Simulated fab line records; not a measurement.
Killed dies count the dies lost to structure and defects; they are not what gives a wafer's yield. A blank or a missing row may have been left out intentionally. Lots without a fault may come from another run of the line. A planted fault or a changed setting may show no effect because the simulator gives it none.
fab line records | flow nand-harc
record: lots: 13 | wafers: 39 | last-day: 33
route steps=1302 shown P_ZERO_WELL@56 P_STI@83 P_GATE@146
lots untouched by any fault: they come from a run of this same line in which no faults occurred
start-h: hours from the record's opening day to when the first of the lot's shown wafers began | wait-h: time in hours since the lot's previous step | " same as the row above | L1.1+2: a row that stands for several wafers | - no value present, or no start provided | * or withheld: withheld | < > ~ a bound
route shown NAME@n: a module of which the file shows steps, and the number in the route of the first | usual: the fault-free wafers' mean and standard deviation | same: alike in all rows | chamber/n: place in a boat | sites: the reading at each site | _std_site: how widely they spread, as a standard deviation | _edge_site: mean of outer sites minus mean of inner sites | radius-mm: for every site, how far away it sits from the centre of the wafer | mask NAME#n: copy n | behind: tool/chamber where the wafer was last shaped | hold: why the lot went on hold/how many hours it stayed there/how the hold came to an end | device: names the non-switching transistor (n, p or np) | end of line: the same wafers' tests at the end of the route | a step given without rows: its recipe and nothing more | killed: the dies lost at the first sort to structure and to defects; this is not the yield of the wafer | map: per-die view of a wafer (x killed, . not killed, _ where there is no die)
set.NAME: the setting that was run; set.NAME@STEP: the one run at that earlier step | model.NAME: the simulator's own value behind a step, which no gauge read
steps of the route over a sample of lots; a table a step, a row a wafer
services: from which hour (start-h, from the record's first day; less than 0 if before it) a tool's chamber was out of use, for how many hours, and why
== steps ==
step: NHARC_P_ZERO_WELL_EXPOSE_49
recipe: na: 0.6 | target-cd-nm: 2000 | dose-mj: 22.64 | mask-id: P_HVPW
lot.wafer  | tool           | chamber | start-h | wait-h | mask
L122.1+4+5 | krf-scanner-01 | 0       | 35.39   | -      | P_HVPW#0
L123.1+3+5 | krf-scanner-02 | 0       | 47.27   | -      | P_HVPW#0
L124.1+3+4 | krf-scanner-02 | 0       | 55.67   | -      | P_HVPW#0
L126.1+4+6 | krf-scanner-01 | 0       | 75.99   | -      | P_HVPW#0
L127.2+4+6 | krf-scanner-02 | 0       | 85.62   | -      | P_HVPW#0
L128.2+3+6 | krf-scanner-03 | 0       | 97.32   | -      | P_HVPW#0
L129.2+5+6 | krf-scanner-01 | 0       | 106.80  | -      | P_HVPW#0
L132.1+3+6 | krf-scanner-03 | 0       | 135.32  | -      | P_HVPW#0
L133.2+4+6 | krf-scanner-02 | 0       | 146.45  | -      | P_HVPW_R1#0
L141.4+5+6 | krf-scanner-02 | 0       | 228.95  | -      | P_HVPW#0
L142.1+2+3 | krf-scanner-01 | 0       | 235.56  | -      | P_HVPW#0
L143.1+2+6 | krf-scanner-02 | 0       | 245.81  | -      | P_HVPW#0
L144.1+3+5 | krf-scanner-01 | 0       | 255.80  | -      | P_HVPW#0
step: NHARC_P_ZERO_WELL_CD_MEAS_52
recipe: target-cd-nm: 2000 | landing-energy-ev: 500
usual: cd-nm: 1999.6/1.9
lot.wafer | tool      | chamber | start-h | wait-h | cd-nm
L122.1    | cd-sem-03 | 0       | 35.54   | -      | 2001.1
L122.4    | "         | 0       | "       | "      | 2001.5
L122.5    | "         | 0       | "       | "      | 2001.2
L123.1    | cd-sem-01 | 0       | 47.42   | -      | 1996.7
L123.3    | "         | 0       | "       | "      | 1997.5
L123.5    | "         | 0       | "       | "      | 1995.3
L124.1    | cd-sem-03 | 0       | 55.83   | -      | 2000.8
L124.3    | "         | 0       | "       | "      | 1997.9
L124.4    | "         | 0       | "       | "      | 1999.9
L126.1    | cd-sem-03 | 0       | 76.15   | -      | 2002.3
L126.4    | "         | 0       | "       | "      | 1998.4
L126.6    | "         | 0       | "       | "      | 2000.7
L127.2    | cd-sem-01 | 0       | 85.77   | -      | 1999.4
L127.4    | "         | 0       | "       | "      | 1998.6
L127.6    | "         | 0       | "       | "      | 1999.3
L128.2    | cd-sem-02 | 0       | 97.47   | -      | 1998.4
L128.3    | "         | 0       | "       | "      | 1999.0
L128.6    | "         | 0       | "       | "      | 2000.5
L129.2    | cd-sem-02 | 0       | 106.96  | -      | 2001.8
L129.5    | "         | 0       | "       | "      | 1999.9
L129.6    | "         | 0       | "       | "      | 1999.4
L132.1    | cd-sem-03 | 0       | 135.48  | -      | 2001.9
L132.3    | "         | 0       | "       | "      | 1997.4
L132.6    | "         | 0       | "       | "      | 1998.6
L133.2    | cd-sem-02 | 0       | 146.61  | -      | 1628.9
L133.4    | "         | 0       | "       | "      | 1628.4
L133.6    | "         | 0       | "       | "      | 1628.6
L141.4    | cd-sem-03 | 0       | 229.10  | -      | 1996.8
L141.5    | "         | 0       | "       | "      | 1999.5
L141.6    | "         | 0       | "       | "      | 2000.1
L142.1    | cd-sem-03 | 0       | 235.72  | -      | 2000.3
L142.2    | "         | 0       | "       | "      | 2000.3
L142.3    | "         | 0       | "       | "      | 1999.1
L143.1    | cd-sem-01 | 0       | 245.97  | -      | 1997.7
L143.2    | "         | 0       | "       | "      | 1995.6
L143.6    | "         | 0       | "       | "      | 1996.3
L144.1    | cd-sem-03 | 0       | 255.95  | -      | 1999.0
L144.3    | "         | 0       | "       | "      | 1999.1
L144.5    | "         | 0       | "       | "      | 1998.8
step: NHARC_P_STI_CD_MEAS_09
recipe: target-cd-nm: 200 | landing-energy-ev: 500
usual: cd-nm: 201.1/2.2
lot.wafer | tool      | chamber | start-h | wait-h | cd-nm
L122.1    | cd-sem-01 | 0       | 54.04   | -      | 201.2
L122.4    | "         | 0       | "       | "      | 202.0
L122.5    | "         | 0       | "       | "      | 201.6
L123.1    | cd-sem-02 | 0       | 64.62   | -      | 204.6
L123.3    | "         | 0       | "       | "      | 202.5
L123.5    | "         | 0       | "       | "      | 200.9
L124.1    | cd-sem-03 | 0       | 76.56   | -      | 200.7
L124.3    | "         | 0       | "       | "      | 200.6
L124.4    | "         | 0       | "       | "      | 200.1
L126.1    | cd-sem-03 | 0       | 93.13   | -      | 196.4
L126.4    | "         | 0       | "       | "      | 201.0
L126.6    | "         | 0       | "       | "      | 199.5
L127.2    | cd-sem-01 | 0       | 105.00  | -      | 203.5
L127.4    | "         | 0       | "       | "      | 201.2
L127.6    | "         | 0       | "       | "      | 201.0
L128.2    | cd-sem-01 | 0       | 113.84  | -      | 201.2
L128.3    | "         | 0       | "       | "      | 200.4
L128.6    | "         | 0       | "       | "      | 201.5
L129.2    | cd-sem-02 | 0       | 124.33  | -      | 202.9
L129.5    | "         | 0       | "       | "      | 203.0
L129.6    | "         | 0       | "       | "      | 200.0
L132.1    | cd-sem-01 | 0       | 153.83  | -      | 202.5
L132.3    | "         | 0       | "       | "      | 202.0
L132.6    | "         | 0       | "       | "      | 202.2
L141.4    | cd-sem-01 | 0       | 245.49  | -      | 200.7
L141.5    | "         | 0       | "       | "      | 204.8
L141.6    | "         | 0       | "       | "      | 202.7
L142.1    | cd-sem-01 | 0       | 253.75  | -      | 198.5
L142.2    | "         | 0       | "       | "      | 201.8
L142.3    | "         | 0       | "       | "      | 199.5
L143.1    | cd-sem-02 | 0       | 265.31  | -      | 198.6
L143.2    | "         | 0       | "       | "      | 201.8
L143.6    | "         | 0       | "       | "      | 202.0
L144.1    | cd-sem-02 | 0       | 276.68  | -      | 202.3
L144.3    | "         | 0       | "       | "      | 201.4
L144.5    | "         | 0       | "       | "      | 198.6
step: NHARC_P_STI_INSPECT_25
usual: raw-defect-count: 209/79
lot.wafer | tool              | chamber | start-h | wait-h | raw-defect-count
L122.1    | defect-inspect-02 | -       | 83.31   | 0.4    | 399
L122.4    | "                 | -       | "       | "      | 215
L122.5    | "                 | -       | "       | "      | 204
L123.1    | defect-inspect-02 | -       | 98.63   | 0.4    | 153
L123.3    | "                 | -       | "       | "      | 168
L123.5    | "                 | -       | "       | "      | 144
L124.1    | defect-inspect-01 | -       | 102.59  | 0.4    | 332
L124.3    | "                 | -       | "       | "      | 223
L124.4    | "                 | -       | "       | "      | 257
L126.1    | defect-inspect-02 | -       | 118.63  | 0.4    | 175
L126.4    | "                 | -       | "       | "      | 88
L126.6    | "                 | -       | "       | "      | 204
L127.2    | defect-inspect-01 | -       | 131.56  | 0.4    | 112
L127.4    | "                 | -       | "       | "      | 111
L127.6    | "                 | -       | "       | "      | 308
L128.2    | defect-inspect-02 | -       | 139.62  | 0.4    | 145
L128.3    | "                 | -       | "       | "      | 184
L128.6    | "                 | -       | "       | "      | 329
L129.2    | defect-inspect-01 | -       | 153.73  | 0.4    | 319
L129.5    | "                 | -       | "       | "      | 306
L129.6    | "                 | -       | "       | "      | 293
L132.1    | defect-inspect-02 | -       | 180.08  | 0.4    | 303
L132.3    | "                 | -       | "       | "      | 307
L132.6    | "                 | -       | "       | "      | 363
L141.4    | defect-inspect-02 | -       | 273.51  | 0.4    | 162
L141.5    | "                 | -       | "       | "      | 179
L141.6    | "                 | -       | "       | "      | 152
L142.1    | defect-inspect-01 | -       | 280.33  | 0.4    | 135
L142.2    | "                 | -       | "       | "      | 263
L142.3    | "                 | -       | "       | "      | 153
L143.1    | defect-inspect-01 | -       | 296.35  | 0.4    | 117
L143.2    | "                 | -       | "       | "      | 147
L143.6    | "                 | -       | "       | "      | 256
L144.1    | defect-inspect-02 | -       | 307.31  | 0.4    | 332
L144.3    | "                 | -       | "       | "      | 177
L144.5    | "                 | -       | "       | "      | 267
step: NHARC_P_GATE_HM_OPEN_105
recipe: target-depth-a: 3600 | o2-flow-sccm: 400 | cos-flow-sccm: 20 | ar-flow-sccm: 0 | rf-w: 500 | bias-w: 300 | chemistry: O2/COS
usual: drypump-motor-current-A: 5.7/0.44 | o2-flow-sccm: 399.8/1.4 | oes-product-au: 0.999/0.0099 | rf-fwd-power-W: 497.8/1.4 | rf-vpp-V: 467/3.5 | showerhead-plenum-p-Torr: 3.12/0.16 | throttle-valve-pct: 28.330/0.01
lot.wafer | tool        | chamber | start-h | wait-h | drypump-motor-current-A | o2-flow-sccm | oes-product-au | rf-fwd-power-W | rf-hours-counter-h | rf-vpp-V | showerhead-plenum-p-Torr | throttle-valve-pct
L122.1    | rie-diel-04 | 1       | -       | -      | 5.7                     | 400.0        | 0.997          | 497.5          | 5.9                | 469      | 3.16                     | 28.329
L122.4    | "           | 3       | "       | "      | 6.0                     | 400.7        | 0.986          | 499.2          | -                  | 465      | 3.06                     | 28.336
L122.5    | "           | 1       | "       | "      | 5.7                     | 399.2        | 0.982          | 498.0          | -                  | 469      | 3.16                     | 28.325
L123.1    | rie-diel-04 | 1       | -       | -      | 5.8                     | 400.2        | 1.002          | 498.7          | 6.1                | 469      | 3.16                     | 28.317
L123.3    | "           | 0       | "       | "      | 5.4                     | 397.5        | 0.986          | 499.0          | 5.3                | 472      | 3.33                     | 28.323
L123.5    | "           | 1       | "       | "      | 5.8                     | 399.6        | 0.992          | 497.8          | -                  | 467      | 3.16                     | 28.328
L124.1    | rie-diel-09 | 2       | -       | -      | 5.5                     | 401.4        | 1.013          | 497.9          | 5.0                | 463      | 2.95                     | 28.311
L124.3    | "           | 3       | "       | "      | 5.5                     | 401.4        | 0.983          | 498.6          | 6.9                | 472      | 3.34                     | 28.330
L124.4    | "           | 0       | "       | "      | 6.4                     | 398.8        | 1.003          | 497.7          | 7.5                | 465      | 3.05                     | 28.329
L126.1    | rie-diel-04 | 2       | -       | -      | 6.8                     | 400.4        | 1.001          | 496.7          | 6.4                | 463      | 2.94                     | 28.333
L126.4    | "           | 3       | "       | "      | 6.0                     | 398.7        | 0.983          | 499.9          | 6.8                | 466      | 3.06                     | 28.322
L126.6    | "           | 2       | "       | "      | 6.8                     | 399.0        | 1.002          | 497.4          | -                  | 463      | 2.94                     | 28.348
L127.2    | rie-diel-13 | 0       | -       | -      | 5.9                     | 399.8        | 1.017          | 498.4          | 8.8                | 465      | 3.01                     | 28.330
L127.6    | "           | 0       | "       | "      | 5.8                     | 399.2        | 1.017          | 494.8          | -                  | 465      | 3.01                     | 28.320
L127.4    | "           | 1       | "       | "      | 5.3                     | 399.9        | 0.979          | 498.8          | -                  | 472      | 3.30                     | 28.325
L128.3    | rie-diel-09 | 2       | -       | -      | 5.5                     | 399.1        | 0.997          | 498.6          | 1.5                | 464      | 2.94                     | 28.339
L128.2    | "           | 1       | "       | "      | 5.7                     | 399.8        | 0.999          | 498.5          | 1.6                | 463      | 2.93                     | 28.340
L128.6    | "           | 3       | "       | "      | 5.5                     | 402.7        | 0.994          | 499.5          | -                  | 472      | 3.34                     | 28.335
L129.2    | rie-diel-13 | 0       | -       | -      | 5.9                     | 402.8        | 1.012          | 497.6          | 0.6                | 464      | 3.01                     | 28.336
L129.6    | "           | 2       | "       | "      | 5.6                     | 400.2        | 1.001          | 495.6          | -                  | 468      | 3.14                     | 28.332
L129.5    | "           | 3       | "       | "      | 4.9                     | 398.5        | 0.992          | 495.5          | -                  | 469      | 3.28                     | 28.343
L132.3    | rie-diel-09 | 0       | -       | -      | 6.4                     | 400.5        | 0.998          | 496.0          | 4.5                | 466      | 3.05                     | 28.331
L132.1    | "           | 1       | "       | "      | 5.7                     | 398.5        | 1.008          | 498.5          | 5.0                | 463      | 2.92                     | 28.336
L132.6    | "           | 3       | "       | "      | 5.4                     | 399.0        | 0.999          | 497.6          | -                  | 474      | 3.34                     | 28.337
L141.4    | rie-diel-13 | 2       | -       | -      | 5.6                     | 401.5        | 1.017          | 498.1          | 7.0                | 467      | 3.13                     | 28.315
L141.6    | "           | 2       | "       | "      | 5.5                     | 400.4        | 1.003          | 498.9          | -                  | 468      | 3.13                     | 28.311
L141.5    | "           | 3       | "       | "      | 4.9                     | 402.1        | 0.977          | 496.4          | -                  | 470      | 3.27                     | 28.355
L142.1    | rie-diel-09 | 1       | -       | -      | 5.7                     | 400.8        | 1.005          | 497.8          | 7.6                | 462      | 2.92                     | 28.334
L142.2    | "           | 2       | "       | "      | 5.5                     | 397.4        | 0.984          | 497.9          | 6.8                | 464      | 2.94                     | 28.331
L142.3    | "           | 0       | "       | "      | 6.5                     | 400.4        | 1.026          | 495.4          | 7.7                | 467      | 3.04                     | 28.334
L143.2    | rie-diel-04 | 0       | -       | -      | 5.3                     | 401.5        | 1.008          | 496.1          | 8.5                | 470      | 3.33                     | 28.327
L143.1    | "           | 2       | "       | "      | 6.8                     | 398.2        | 1.007          | 494.5          | 7.5                | 464      | 2.94                     | 28.329
L143.6    | "           | 0       | "       | "      | 5.3                     | 400.5        | 1.019          | 499.2          | -                  | 473      | 3.33                     | 28.317
L144.3    | rie-diel-09 | 0       | -       | -      | 6.4                     | 400.9        | 1.010          | 498.4          | 0.1                | 465      | 3.04                     | 28.318
L144.1    | "           | 1       | "       | "      | 5.7                     | 398.8        | 1.013          | 493.9          | 0.1                | 464      | 2.92                     | 28.342
L144.5    | "           | 3       | "       | "      | 5.4                     | 402.1        | 1.006          | 498.6          | -                  | 472      | 3.34                     | 28.340
== services ==
tool           | chamber | start-h | hours | kind
rie-diel-13    | 2       | 56.25   | 4.6   | repair
rie-diel-04    | 2       | 68.54   | 5.0   | repair
rie-diel-04    | -       | 77.98   | 1.0   | repair
rie-diel-04    | -       | 82.21   | 0.7   | repair
krf-scanner-01 | -       | 87.17   | 0.4   | repair
krf-scanner-02 | -       | 94.00   | 4.0   | pm
rie-diel-04    | 2       | 109.66  | 6.8   | repair
krf-scanner-02 | -       | 125.07  | 0.7   | repair
rie-diel-13    | 0       | 137.45  | 3.9   | repair
rie-diel-09    | -       | 143.13  | 9.0   | pm
krf-scanner-01 | -       | 149.35  | 4.0   | pm
krf-scanner-02 | -       | 155.64  | 1.2   | repair
rie-diel-04    | -       | 177.97  | 9.0   | pm
rie-diel-09    | -       | 182.81  | 0.9   | repair
rie-diel-09    | 0       | 227.22  | 16.6  | repair
rie-diel-09    | 2       | 227.75  | 3.5   | repair
krf-scanner-02 | -       | 236.71  | 1.9   | repair
krf-scanner-02 | -       | 254.01  | 0.1   | repair
krf-scanner-02 | -       | 266.00  | 4.0   | pm
krf-scanner-01 | -       | 298.88  | 0.7   | repair
rie-diel-09    | 2       | 311.39  | 3.0   | repair
krf-scanner-02 | -       | 316.87  | 0.8   | repair
rie-diel-09    | -       | 320.13  | 9.0   | pm
krf-scanner-01 | -       | 321.35  | 4.0   | pm
== key ==
first-sign: step: NHARC_P_ZERO_WELL_EXPOSE_49 | reading: mask | direction: changed
effect: step: NHARC_P_ZERO_WELL_CD_MEAS_52 | reading: cd-nm | direction: down | sigmas: 99+ | usual: 1999.6 | struck: 1628.6
met-at NHARC_P_ZERO_WELL_EXPOSE_49
struck-lots L133
later-rows-left-out L133.2,L133.4,L133.6
sort-left-out L133.2,L133.4,L133.6
tester-left-out L133
not-acting-at NHARC_P_STI_CD_MEAS_09,NHARC_P_STI_INSPECT_25,NHARC_P_GATE_HM_OPEN_105
onset-between 85.62 146.45
fault: kind: wrong-mask | tool: any | chamber: - | onset-h: 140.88 | steps: NHARC_P_ZERO_WELL_EXPOSE_49 | aux-copy: P_HVPW_R1#0 | cd-offset-nm: -371.18 | scope: struck-lots-only
tester-left-out: of these lots the tester's yield and bins aren't shown, on N5 and GAA mostly nor the transistor test; their killed dies are dies lost to structure and defects alone, not to doping, threshold or leakage, so they don't give the yield
sort-left-out: the simulated sort isn't trusted on such a fault, so these wafers' sort isn't shown, and their yield isn't known
later-rows-left-out: the simulator's readings of these wafers behind a module that went badly wrong aren't trusted and aren't shown, but for the sort
